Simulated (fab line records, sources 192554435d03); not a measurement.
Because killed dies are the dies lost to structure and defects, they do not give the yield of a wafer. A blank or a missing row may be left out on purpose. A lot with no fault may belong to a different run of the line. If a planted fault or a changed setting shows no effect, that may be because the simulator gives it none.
fab line records | flow n5-finfet
record lots=7 wafers=39
route steps=1938 shown FIN_SAQP@96 SD_EPI_N@273 HKMG_FIN@386 BEOL_M3@950 BEOL_M7@1302
start-h: hours from the record's first day to the start of the lot's first wafer shown | wait-h: hours from the lot's prior step to this one | " same as the row above | L1.1+2: one row covering several wafers at once | - value missing, or start not given | * or withheld: withheld | < > ~ a bound
route shown NAME@n: names a module that has steps shown in the file, with the first one's number in the route | usual: the fault-free wafers' mean and standard deviation | same: alike in all rows | chamber/n: place in a boat | sites: each site's reading | _std_site: the values' standard deviation | _edge_site: mean of outer sites minus mean of inner sites | radius-mm: for every site, how far away it sits from the centre of the wafer | mask NAME#n: copy n | behind: tool/chamber where the wafer was last shaped | hold: reason for holding the lot/hours on hold/outcome of the hold | device: the transistor (n, p or np) that didn't switch | end of line: at the end of the route, the tests of the same wafers | where a step has no rows: the recipe by itself | killed: the dies lost at the first sort to structure and to defects; this is not the yield of the wafer | map: a wafer's dies, x killed, . not, _ none there
set.NAME: the setting as run; set.NAME@STEP: as run at that earlier step | model.NAME: the simulator's own value behind a step, which no gauge read
lots where settings were altered on purpose, with a table for each step and a row for each wafer
## steps
# step N5_FIN_SAQP_HM_DEP_03
# recipe material=SiNx target-thk-a=380 temp-c=400 precursor=SiH4/NH3/N2 pressure-torr=1.5 rf-w=300 time-s=33.6
# columns lot.wafer tool chamber start-h wait-h set.target-thk-a model.SiNx_of_FIN_SAQP_HM_DEP_03.thk-nm
L076.1 pecvd-03 0 33.32 0.2 380 37.47
L076.2 " 2 " " 460 45.34
L076.3 " 1 " " 380 38.09
L076.4 " 1 " " 380 38.51
L076.5 " 0 " " 460 45.89
L076.6 " 2 " " 460 46.65
L080.1 pecvd-04 2 57.89 0.2 380 37.57
L080.2 " 1 " " 525.6 52
L080.3 " 0 " " 525.6 52.23
L080.4 " 0 " " 380 38.11
L080.5 " 2 " " 525.6 52.78
L080.6 " 1 " " 380 38.15
L081.1 pecvd-03 1 63.19 0.2 607.9 60.5
L081.2 " 0 " " 607.9 59.91
L081.3 " 2 " " 607.9 60.1
L081.4+6 " 2,1 " " 380 38.29
L081.5 " 0 " " 380 38.09
L085.1 pecvd-03 0 88.14 0.2 380 37.29
L085.2 " 2 " " 158.3 15.64
L085.3 " 1 " " 158.3 15.5
L085.4 " 1 " " 158.3 16.07
L085.5 " 2 " " 380 37.78
L085.6 " 0 " " 380 38.02
L091.2 pecvd-03 0 123.40 0.2 380 37.76
L091.3 " 0 " " 380 38.77
L091.6 " 0 " " 380 38.71
L093.1 pecvd-02 1 135.00 0.2 285.7 27.67
L093.2 " 2 " " 380 37.89
L093.3 " 0 " " 285.7 28.21
L093.4 " 2 " " 380 37.81
L093.5 " 0 " " 380 37.91
L093.6 " 1 " " 285.7 28.2
L097.1 pecvd-02 1 159.91 0.2 380 37.7
L097.2 " 2 " " 380 37.73
L097.3 " 0 " " 196.8 19.53
L097.4 " 2 " " 380 37.75
L097.5 " 0 " " 196.8 19.91
L097.6 " 1 " " 196.8 19.64
# step N5_FIN_SAQP_THK_MEAS_05
# usual thk-nm=38.0/0.47
# columns lot.wafer tool chamber start-h wait-h set.target-thk-a@FIN_SAQP_HM_DEP_03 thk-nm
L076.1 film-metro-01 - 33.40 0.1 380 37.5
L076.2 " - " " 460 45.3
L076.3 " - " " 380 38.1
L076.4 " - " " 380 38.6
L076.5 " - " " 460 45.9
L076.6 " - " " 460 46.6
L080.1 film-metro-01 - 57.98 0.1 380 37.6
L080.2 " - " " 525.6 52.0
L080.3 " - " " 525.6 52.2
L080.4 " - " " 380 38.1
L080.5 " - " " 525.6 52.8
L080.6 " - " " 380 38.1
L081.1 film-metro-02 - 63.28 0.1 607.9 60.5
L081.2 " - " " 607.9 59.9
L081.3 " - " " 607.9 60.1
L081.4 " - " " 380 38.2
L081.5 " - " " 380 38.1
L081.6 " - " " 380 38.3
L085.1 film-metro-02 - 88.23 0.1 380 37.3
L085.2 " - " " 158.3 15.6
L085.3 " - " " 158.3 15.5
L085.4 " - " " 158.3 16.1
L085.5 " - " " 380 37.7
L085.6 " - " " 380 38.0
L091.2 film-metro-01 - 123.51 0.1 380 37.7
L091.3 " - " " 380 38.8
L091.6 " - " " 380 38.7
L093.1 film-metro-02 - 135.09 0.1 285.7 27.7
L093.2 " - " " 380 37.9
L093.3 " - " " 285.7 28.2
L093.4 " - " " 380 37.8
L093.5 " - " " 380 37.9
L093.6 " - " " 285.7 28.2
L097.1 film-metro-01 - 159.99 0.1 380 37.7
L097.2 " - " " 380 37.8
L097.3 " - " " 196.8 19.5
L097.4 " - " " 380 37.8
L097.5 " - " " 196.8 19.9
L097.6 " - " " 196.8 19.7
# step N5_FIN_SAQP_PECVD_47
# recipe material=a-Si target-thk-a=450 temp-c=400 precursor=SiH4/He pressure-torr=3 rf-w=100 time-s=36.3
# step N5_FIN_SAQP_PECVD_48
# recipe material=SiNx target-thk-a=250 temp-c=400 precursor=SiH4/NH3/N2 pressure-torr=1.5 rf-w=300 time-s=22.1
# step N5_FIN_SAQP_MANDREL2_REMOVE_60
# recipe chemistry=HBr/Cl2/O2 bt-time-s=10 target=a-Si stop-on=SiNx endpoint=OES-SiCl over-etch-frac=1 icp-w=600 bias-w=22 HBr_flow_sccm=150 Cl2_flow_sccm=80 O2_flow_sccm=5 pressure-mtorr=10
# step N5_FIN_SAQP_HM_OPEN_33
# recipe chemistry=CH3F/O2 target=SiNx mask-material=SiO2 target-depth-a=494 time-s=70.6 pressure-mtorr=30 source-w=395 bias-w=73 Ar_flow_sccm=150 CH3F_flow_sccm=30 O2_flow_sccm=20 ion-energy-ev=120 ends=cleared
# usual etch-rf-on-time-s=69.2/1.1
# columns lot.wafer tool chamber start-h wait-h set.target-thk-a@FIN_SAQP_HM_DEP_03 etch-rf-on-time-s model.etch.depth-nm
L076.1 rie-diel-05 2 37.82 0.0 380 68.6 36.77
L076.2 " 0 " " 460 81.1 44.71
L076.3 " 3 " " 380 70.0 37.38
L076.4 " 1 " " 380 70.0 37.88
L076.5 " 0 " " 460 82.1 45.19
L076.6 " 3 " " 460 85.3 46.02
L080.1 rie-diel-05 2 63.24 0.0 380 68.6 36.86
L080.2 " 0 " " 525.6 93.3 51.3
L080.3 " 1 " " 525.6 96.0 51.6
L080.4 " 3 " " 380 70.0 37.48
L080.5 " 2 " " 525.6 97.4 52.07
L080.6 " 3 " " 380 69.8 37.44
L081.1 rie-diel-05 2 67.70 0.0 607.9 111.9 59.87
L081.2 " 1 " " 607.9 109.7 59.21
L081.3 " 3 " " 607.9 110.4 59.39
L081.4 " 2 " " 380 70.2 37.67
L081.5 " 1 " " 380 69.7 37.46
L081.6 " 3 " " 380 70.2 37.59
L085.1 rie-diel-02 3 96.33 0.1 380 68.5 36.66
L085.2 " 1 " " 158.3 28.5 15.01
L085.3 " 0 " " 158.3 28.6 14.84
L085.4 " 2 " " 158.3 29.1 15.45
L085.5 " 1 " " 380 69.1 37.12
L085.6 " 2 " " 380 70.5 37.39
L091.2 rie-diel-06 2 128.45 0.0 380 69.1 37.11
L091.3 " 1 " " 380 70.7 38.14
L091.6 " 2 " " 380 71.0 38.06
L093.1 rie-diel-05 3 139.46 0.0 285.7 50.2 27.04
L093.2 " 0 " " 380 68.2 37.26
L093.3 " 2 " " 285.7 51.2 27.56
L093.4 " 1 " " 380 68.7 37.18
L093.5 " 2 " " 380 70.4 37.28
L093.6 " 1 " " 285.7 50.8 27.57
L097.1 rie-diel-06 1 164.85 0.1 380 69.1 37.08
L097.2 " 2 " " 380 68.4 37.03
L097.3 " 0 " " 196.8 35.1 18.9
L097.4 " 0 " " 380 68.4 37.03
L097.5 " 1 " " 196.8 35.8 19.29
L097.6 " 2 " " 196.8 35.1 19.01
# step N5_SD_EPI_N_DESCUM_14
# recipe chemistry=O2 time-s=7.9 source-power-w=50 bias-power-w=20 pressure-mtorr=20 rf-frequency-hz=2.712e+07 temp-c=40 resist=CAR-ArF-block o2-flow-sccm=225
# columns lot.wafer tool chamber start-h wait-h set.time-s model.CAR-ArF-block_of_SD_EPI_N_COAT_03.thk-nm
L076.1 rie-diel-06 1 60.84 0.0 7.9 144
L076.2 " 0 " " 7.9 144.2
L076.3 " 2 " " 11.46 142.2
L076.4 " 3 " " 11.46 142.4
L076.5 " 1 " " 11.46 141.8
L076.6 " 2 " " 7.9 144.8
L080.1+5 rie-diel-02 0,1 89.43 0.3 4.73 145.4
L080.2 " 3 " " 7.9 143.4
L080.3+6 " 1,0 " " 7.9 143.6
L080.4 " 2 " " 4.73 145.6
L081.1 rie-diel-05 2 92.62 0.0 3.545 146.8
L081.2+3 " 3,0 " " 7.9 144.2
L081.4 " 1 " " 3.545 146.6
L081.5 " 0 " " 3.545 147
L081.6 " 1 " " 7.9 144
L085.1 rie-diel-02 3 118.59 0.2 9.587 142.4
L085.2+5 " 2,0 " " 7.9 143.8
L085.3 " 1 " " 9.587 142.8
L085.4 " 0 " " 9.587 142.6
L085.6 " 3 " " 7.9 143.4
L091.2+3 rie-diel-06 0,2 150.41 0.1 7.9 143.2
L091.6 " 2 " " 7.9 143
L093.1 rie-diel-06 0 165.61 0.2 11.97 141.2
L093.2+4 " 2 " " 7.9 143.8
L093.3 " 1 " " 7.9 144
L093.5 " 1 " " 11.97 140.8
L093.6 " 0 " " 11.97 141.6
L097.1+3 rie-diel-02 3,0 193.43 0.3 6.695 144.2
L097.2+5 " 2 " " 7.9 143.2
L097.4 " 3 " " 7.9 143.6
L097.6 " 0 " " 6.695 144
# step N5_SD_EPI_N_ETCH_34
# recipe chemistry=CF4 target=SiARC target-depth-a=455 mask-material=CAR-ArF-block time-s=75.8 ion-energy-ev=80 pressure-mtorr=40 source-w=545 bias-w=36 Ar_flow_sccm=100 cf4-flow-sccm=100 ends=cleared
# columns lot.wafer tool chamber start-h wait-h set.time-s@SD_EPI_N_DESCUM_14 model.CAR-ArF-block_of_SD_EPI_N_COAT_03.thk-nm
L076.1 rie-diel-06 1 60.88 0.0 7.9 111.6
L076.2 " 0 " " 7.9 111.8
L076.3 " 2 " " 11.46 109.6
L076.4 " 3 " " 11.46 109.8
L076.5 " 1 " " 11.46 109.4
L076.6 " 2 " " 7.9 112.2
L080.1+5 rie-diel-02 0,1 89.47 0.0 4.73 112.8
L080.2+3+6 " 3,1,0 " " 7.9 111
L080.4 " 2 " " 4.73 113
L081.1+5 rie-diel-05 2,0 92.65 0.0 3.545 114
L081.2+6 " 3,1 " " 7.9 111.4
L081.3 " 0 " " 7.9 111.6
L081.4 " 1 " " 3.545 113.8
L085.1 rie-diel-02 3 118.62 0.0 9.587 110
L085.2+5 " 2,0 " " 7.9 111.2
L085.3+4 " 1,0 " " 9.587 110.2
L085.6 " 3 " " 7.9 111
L091.2 rie-diel-06 0 150.44 0.0 7.9 110.6
L091.3 " 2 " " 7.9 110.4
L091.6 " 2 " " 7.9 110.2
L093.1 rie-diel-06 0 165.65 0.0 11.97 109
L093.2+3 " 2,1 " " 7.9 111.6
L093.4 " 2 " " 7.9 111.4
L093.5 " 1 " " 11.97 108.4
L093.6 " 0 " " 11.97 109.2
L097.1+6 rie-diel-02 3,0 193.47 0.0 6.695 111.4
L097.2+5 " 2 " " 7.9 110.6
L097.3 " 0 " " 6.695 111.6
L097.4 " 3 " " 7.9 110.8
# step N5_HKMG_FIN_HK_ALD_01
# recipe material=HfO2 target-thk-a=16 temp-c=withheld ald-precursor-family=HfCl4 ald-co-reactant=H2O pulse-time-s=3 purge-time-s=3 co-reactant-purge-time-s=2.5 co-reactant-pulse-time-s=0.3 ald-cycles=30
# columns lot.wafer tool chamber start-h wait-h set.ald-cycles model.HfO2_of_HKMG_FIN_HK_ALD_01.thk-nm
L076.1+5+6 ald-hk-03 1,0,3 82.58 0.0 30 1.6
L076.2+3+4 " 2,3,0 " " 48 2.6
L080.1+2+3+4+5+6 ald-hk-01 2,0,3,1,1,0 110.84 0.0 30 1.6
L081.1+2+3+4+5+6 ald-hk-02 3,1,0,2,1,0 113.50 0.0 30 1.6
L085.1+2+3 ald-hk-02 2,3,1 139.22 0.0 22 1.2
L085.4+5+6 " 0,1,2 " " 30 1.6
L091.2+3+6 ald-hk-01 1,0,1 171.79 0.0 30 1.6
L093.1+4+5 ald-hk-01 3,2,2 187.89 0.0 30 1.6
L093.2+3+6 " 0,1,1 " " 12 0.6
L097.1+2+6 ald-hk-02 2,1,3 216.38 0.1 36 2
L097.3+4+5 " 3,0,2 " " 30 1.6
# step N5_HKMG_FIN_HK_ANNEAL_02
# recipe temp-c=700 time-s=30 ambient=N2 idle-temp-c=600 ramp-up-c-per-s=150 ramp-down-c-per-s=60 cool-to-c=600
# step N5_HKMG_FIN_ALD_74
# recipe material=La2O3 target-thk-a=5 temp-c=250 ald-precursor-family=La-Cp ald-co-reactant=O3 pulse-time-s=6 co-reactant-pulse-time-s=1 purge-time-s=3 co-reactant-purge-time-s=3
# step N5_HKMG_FIN_WET_ETCH_82
# recipe chemistry=dHCl mix=1:10000 temp-c=25 target=La2O3 stop-on=HfO2 target-depth-nm=2 dry=ipa-marangoni rinse-time-s=30 rinse-temp-c=23
# step N5_HKMG_FIN_ALD_36
# recipe material=TiN target-thk-a=10 temp-c=400 ald-precursor-family=TiCl4 ald-co-reactant=NH3 pulse-time-s=1 purge-time-s=3 co-reactant-purge-time-s=2 co-reactant-pulse-time-s=2 ald-cycles=47 pressure-torr=3
# step N5_HKMG_FIN_THK_MEAS_70
# recipe thk-meas-gauge=xrf reads=HfO2_of_HKMG_FIN_HK_ALD_01
# usual HK_THK=1.608/0.02
# columns lot.wafer tool chamber start-h wait-h set.ald-cycles@HKMG_FIN_HK_ALD_01 HK_THK[nm]
L076.1 film-metro-01 - 86.22 0.2 30 1.606
L076.2 " - " " 48 2.577
L076.3 " - " " 48 2.593
L076.4 " - " " 48 2.580
L076.5 " - " " 30 1.620
L076.6 " - " " 30 1.629
L080.1 film-metro-02 - 114.30 0.2 30 1.607
L080.2 " - " " 30 1.619
L080.3 " - " " 30 1.605
L080.4 " - " " 30 1.577
L080.5 " - " " 30 1.615
L080.6 " - " " 30 1.596
L081.1 film-metro-02 - 117.12 0.2 30 1.596
L081.2 " - " " 30 1.589
L081.3 " - " " 30 1.596
L081.4 " - " " 30 1.615
L081.5 " - " " 30 1.551
L081.6 " - " " 30 1.592
L085.1 film-metro-01 - 142.74 0.2 22 1.170
L085.2 " - " " 22 1.184
L085.3 " - " " 22 1.178
L085.4 " - " " 30 1.605
L085.5 " - " " 30 1.610
L085.6 " - " " 30 1.619
L091.2 film-metro-01 - 175.36 0.2 30 1.608
L091.3 " - " " 30 1.592
L091.6 " - " " 30 1.620
L093.1 film-metro-01 - 192.09 0.2 30 1.605
L093.2 " - " " 12 0.645
L093.3 " - " " 12 0.651
L093.4 " - " " 30 1.601
L093.5 " - " " 30 1.610
L093.6 " - " " 12 0.653
L097.1 film-metro-01 - 219.93 0.2 36 1.944
L097.2 " - " " 36 1.929
L097.3 " - " " 30 1.608
L097.4 " - " " 30 1.611
L097.5 " - " " 30 1.605
L097.6 " - " " 36 1.927
# step N5_BEOL_M3_ETCH_64
# recipe chemistry=N2/H2 target=SOC target-depth-a=750 overetch-a=150 mask-material=SiARC temp-c=40 time-s=112.5 ion-energy-ev=200 pressure-mtorr=30 source-w=840 bias-w=150 n2-flow-sccm=200 h2-flow-sccm=200
# columns lot.wafer tool chamber start-h wait-h set.time-s model.SiARC_of_BEOL_M3_COAT_62.thk-nm model.BEOL_M3.cd-offset-nm
L076.1 rie-diel-01 1 154.65 0.0 74.02 8.6 -0.6
L076.2 " 0 " " 112.5 6.8 0
L076.3 " 3 " " 74.02 8.4 -0.8
L076.4 " 2 " " 74.02 8.6 -0.8
L076.5+6 " 2,1 " " 112.5 6.8 -0.2
L080.1+3 rie-diel-01 0,1 189.04 0.0 112.5 6.8 -0.2
L080.2+6 " 3 " " 112.5 6.6 0
L080.4+5 " 2,0 " " 112.5 6.8 -0.4
L081.1+5 rie-diel-03 3,2 200.55 0.0 112.5 6.8 -0.2
L081.2 " 2 " " 71.09 8.6 -0.8
L081.3 " 0 " " 112.5 6.6 -0.2
L081.4 " 1 " " 71.09 8.8 -1
L081.6 " 3 " " 71.09 8.8 -0.8
L085.1 rie-diel-01 1 205.68 0.0 112.5 6.8 -0.2
L085.2 " 0 " " 147.6 5.4 0.4
L085.3 " 3 " " 112.5 6.6 0.2
L085.4 " 1 " " 147.6 5.2 0.6
L085.5 " 0 " " 147.6 5.4 0.6
L085.6 " 3 " " 112.5 6.6 0.4
L091.2 rie-diel-03 1 253.33 0.0 112.5 6.8 -0.2
L091.3 " 3 " " 112.5 6.8 -0.4
L091.6 " 1 " " 112.5 7 -0.2
L093.1+5 rie-diel-04 3 258.71 0.0 160.2 4.6 0.8
L093.2 " 0 " " 160.2 4.4 0.8
L093.3 " 1 " " 112.5 6.8 -0.2
L093.4 " 0 " " 112.5 6.6 -0.2
L093.6 " 1 " " 112.5 6.8 -0.4
L097.1 rie-diel-04 2 286.27 0.0 112.5 6.8 0.2
L097.2 " 0 " " 76.99 8.4 -0.6
L097.3+4 " 3,1 " " 112.5 6.8 0
L097.5 " 2 " " 76.99 8.4 -0.4
L097.6 " 3 " " 76.99 8.6 -0.6
# step N5_BEOL_M3_STRIP_65
# recipe chemistry=N2/H2 temp-c=40 n2-flow-sccm=200 h2-flow-sccm=200 rf-frequency-hz=6e+07
# step N5_BEOL_M3_STRIP_75
# recipe chemistry=N2/H2 temp-c=40 n2-flow-sccm=200 h2-flow-sccm=200 rf-frequency-hz=6e+07
# step N5_BEOL_M3_STRIP_66
# recipe chemistry=CF4 resist=SiARC power-w=300 bias-power-w=75 pressure-mtorr=50 cf4-flow-sccm=150 rf-frequency-hz=6e+07
# step N5_BEOL_M3_HM_OPEN_17
# recipe chemistry=Cl2/BCl3 target-depth-a=200 overetch-a=60 target=TiN mask-material=SOC ion-energy-ev=150 pressure-mtorr=10 icp-w=1000 bias-w=126 Cl2_flow_sccm=53.25 bcl3-flow-sccm=21.75 Ar_flow_sccm=25
# columns lot.wafer tool chamber start-h wait-h set.time-s@BEOL_M3_ETCH_64 model.etch.depth-nm model.BEOL_M3.cd-offset-nm
L076.1 rie-metal-02 0 154.82 0.0 74.02 19.95 -0.6
L076.2 " 1 " " 112.5 19.82 0
L076.3 " 1 " " 74.02 20.05 -0.8
L076.4 " 0 " " 74.02 20.06 -0.8
L076.5 " 0 " " 112.5 19.98 -0.2
L076.6 " 1 " " 112.5 19.99 -0.2
L080.1 rie-metal-01 0 189.21 0.0 112.5 20.14 -0.2
L080.2 " 1 " " 112.5 19.8 0
L080.3 " 0 " " 112.5 19.91 -0.2
L080.4 " 1 " " 112.5 20.26 -0.4
L080.5 " 0 " " 112.5 20.24 -0.2
L080.6 " 1 " " 112.5 19.84 0
L081.1 rie-metal-01 1 200.72 0.0 112.5 20.08 -0.2
L081.2 " 0 " " 71.09 20.28 -0.6
L081.3 " 0 " " 112.5 20.21 0
L081.4 " 1 " " 71.09 19.96 -1
L081.5 " 0 " " 112.5 20.24 0
L081.6 " 1 " " 71.09 20.14 -0.6
L085.1 rie-metal-01 1 205.85 0.0 112.5 20.23 0
L085.2 " 0 " " 147.6 16.78 0.6
L085.3 " 0 " " 112.5 20.24 0.2
L085.4 " 1 " " 147.6 16.87 0.6
L085.5 " 1 " " 147.6 16.88 0.8
L085.6 " 0 " " 112.5 20.13 0.4
L091.2 rie-metal-02 0 253.50 0.0 112.5 20.22 -0.2
L091.3 " 1 " " 112.5 20.1 -0.4
L091.6 " 0 " " 112.5 20.14 -0.4
L093.1 rie-metal-03 1 258.88 0.0 160.2 15.29 0.8
L093.2 " 0 " " 160.2 15.43 0.6
L093.3 " 0 " " 112.5 19.93 -0.4
L093.4 " 1 " " 112.5 19.85 -0.4
L093.5 " 1 " " 160.2 15.33 0.6
L093.6 " 0 " " 112.5 19.65 -0.4
L097.1 rie-metal-01 0 286.44 0.0 112.5 20.03 0.2
L097.2 " 1 " " 76.99 19.95 -0.6
L097.3 " 0 " " 112.5 20.05 0
L097.4 " 1 " " 112.5 19.88 0
L097.5 " 0 " " 76.99 20.01 -0.4
L097.6 " 1 " " 76.99 19.98 -0.6
# step N5_BEOL_M7_ETCH_66
# recipe chemistry=N2/H2 target=SOC target-depth-a=800 overetch-a=160 mask-material=SiARC temp-c=40 time-s=120 ion-energy-ev=200 pressure-mtorr=30 source-w=840 bias-w=150 n2-flow-sccm=200 h2-flow-sccm=200
# columns lot.wafer tool chamber start-h wait-h set.time-s model.SiARC_of_BEOL_M7_COAT_64.thk-nm model.BEOL_M7.cd-nm
L076.1+4 rie-diel-03 3,2 200.82 0.0 120 6.4 40.2
L076.2+3+5+6 " 0,1,1,0 " " 120 6.4 40
L080.1+3+4+6 rie-diel-03 2,3,3,1 235.58 0.0 120 6.6 40
L080.2 " 1 " " 120 6.6 39.8
L080.5 " 2 " " 120 6.6 40.2
L081.1 rie-diel-03 0 251.21 0.0 98.04 7.2 39.4
L081.2 " 3 " " 120 6.4 40
L081.3+6 " 2 " " 98.04 7.4 39.6
L081.4+5 " 1 " " 120 6.4 39.8
L085.1+3+4 rie-diel-04 3,1,1 254.79 0.0 171.5 4 41.2
L085.2 " 2 " " 120 6.4 40.2
L085.5 " 2 " " 120 6.4 40.4
L085.6 " 3 " " 120 6.4 40
L091.2+3+6 rie-diel-01 2,0,0 294.98 0.0 120 6.4 39.8
L093.1 rie-diel-04 2 307.42 0.0 90.71 7.6 39.4
L093.2+4+5 " 1,0,0 " " 120 6.2 40
L093.3+6 " 3 " " 90.71 7.8 39.4
L097.1 rie-diel-04 2 328.37 0.0 167.7 4.2 40.6
L097.2 " 0 " " 167.7 4 41
L097.3+5 " 3 " " 120 6.4 39.8
L097.4 " 0 " " 120 6.2 40
L097.6 " 2 " " 167.7 4.2 41
## key
split step=N5_FIN_SAQP_HM_DEP_03 setting=target-thk-a stated=380 by=wafer
response step=N5_FIN_SAQP_HM_DEP_03 reading=model.SiNx_of_FIN_SAQP_HM_DEP_03.thk-nm change=+0.374 per=1% r=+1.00
response step=N5_FIN_SAQP_THK_MEAS_05 reading=thk-nm change=* per=1% r=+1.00
response step=N5_FIN_SAQP_HM_OPEN_33 reading=etch-rf-on-time-s change=* per=1% r=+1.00
response step=N5_FIN_SAQP_HM_OPEN_33 reading=model.etch.depth-nm change=+0.373 per=1% r=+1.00
split step=N5_SD_EPI_N_DESCUM_14 setting=time-s stated=7.9 by=wafer
response step=N5_SD_EPI_N_DESCUM_14 reading=model.CAR-ArF-block_of_SD_EPI_N_COAT_03.thk-nm change=-0.0495 per=1% r=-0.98
response step=N5_SD_EPI_N_ETCH_34 reading=model.CAR-ArF-block_of_SD_EPI_N_COAT_03.thk-nm change=-0.0483 per=1% r=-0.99
split step=N5_HKMG_FIN_HK_ALD_01 setting=ald-cycles stated=30 by=wafer
response step=N5_HKMG_FIN_HK_ALD_01 reading=model.HfO2_of_HKMG_FIN_HK_ALD_01.thk-nm change=+0.0167 per=1% r=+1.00
response step=N5_HKMG_FIN_THK_MEAS_70 reading=HK_THK change=+0.016 per=1% r=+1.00
split step=N5_BEOL_M3_ETCH_64 setting=time-s stated=112.5 by=wafer
response step=N5_BEOL_M3_ETCH_64 reading=model.SiARC_of_BEOL_M3_COAT_62.thk-nm change=-0.0509 per=1% r=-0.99
response step=N5_BEOL_M3_ETCH_64 reading=model.BEOL_M3.cd-offset-nm change=+0.0193 per=1% r=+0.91
response step=N5_BEOL_M3_HM_OPEN_17 reading=model.etch.depth-nm shape=bent at-lowest=20.13 at-stated=20.04 at-highest=15.35
response step=N5_BEOL_M3_HM_OPEN_17 reading=model.BEOL_M3.cd-offset-nm change=+0.0197 per=1% r=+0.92
split step=N5_BEOL_M7_ETCH_66 setting=time-s stated=120 by=wafer
response step=N5_BEOL_M7_ETCH_66 reading=model.SiARC_of_BEOL_M7_COAT_64.thk-nm change=-0.0563 per=1% r=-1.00
response step=N5_BEOL_M7_ETCH_66 reading=model.BEOL_M7.cd-nm change=+0.0238 per=1% r=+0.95
